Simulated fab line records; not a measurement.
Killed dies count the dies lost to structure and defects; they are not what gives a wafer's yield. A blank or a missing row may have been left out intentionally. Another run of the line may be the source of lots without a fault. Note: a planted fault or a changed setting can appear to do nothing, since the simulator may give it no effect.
Matching of chambers / flow nand harc / NHARC_P_M2_DEP_33 on pecvd-02: 3 sister chambers
The step deposits SiCN, target thk 30 nm. 6 wafers are shown with their chamber, then 7 later ones without.

## WAFERS WITH THEIR CHAMBER
wafer=L085.5; chamber=2; showerhead vpp V (V)=1369; heater power w (W)=497
wafer=L086.1; chamber=2; showerhead vpp V (V)=1356; heater power w (W)=515
wafer=L086.2; chamber=0; showerhead vpp V (V)=1273; heater power w (W)=550
wafer=L086.3; chamber=1; showerhead vpp V (V)=1267; heater power w (W)=682
wafer=L087.1; chamber=0; showerhead vpp V (V)=1256; heater power w (W)=493
wafer=L087.4; chamber=1; showerhead vpp V (V)=1241; heater power w (W)=688

## WAFERS MISSING THEIR CHAMBER
wafer=L087.6; showerhead vpp V (V)=1264; heater power w (W)=503
wafer=L095.1; showerhead vpp V (V)=1266; heater power w (W)=686
wafer=L095.2; showerhead vpp V (V)=1268; heater power w (W)=542
wafer=L095.4; showerhead vpp V (V)=1272; heater power w (W)=565
wafer=L097.1; showerhead vpp V (V)=1271; heater power w (W)=570
wafer=L097.4; showerhead vpp V (V)=1280; heater power w (W)=646
wafer=L097.5; showerhead vpp V (V)=1251; heater power w (W)=564

## WHICH CHAMBER EACH ONE RAN IN
wafer=L087.6; from the rows above=0; in truth=0
wafer=L095.1; from the rows above=1; in truth=1
wafer=L095.2; from the rows above=0; in truth=0
wafer=L095.4; from the rows above=0; in truth=0
wafer=L097.1; from the rows above=0; in truth=0
wafer=L097.4; from the rows above=1; in truth=1
wafer=L097.5; from the rows above=0; in truth=0
Placed correctly: 7 of 7. From these rows, 0 cannot be placed. 0 placed wrongly.
How it was worked out, from the rows above alone: a wafer's distance from a chamber is the root of the sum, over the readings, of the square of ((its reading less the chamber's mean) divided by the reading's scatter). If the next closest chamber is less than 2 further off than the closest, the wafer can't be placed; otherwise it belongs to the closest. Each chamber's mean is taken over the wafers shown for it. How the scatter is found: for the shown wafers, subtract from each reading the mean of its chamber, square and add these, divide the total by (wafers less chambers), then take the root.
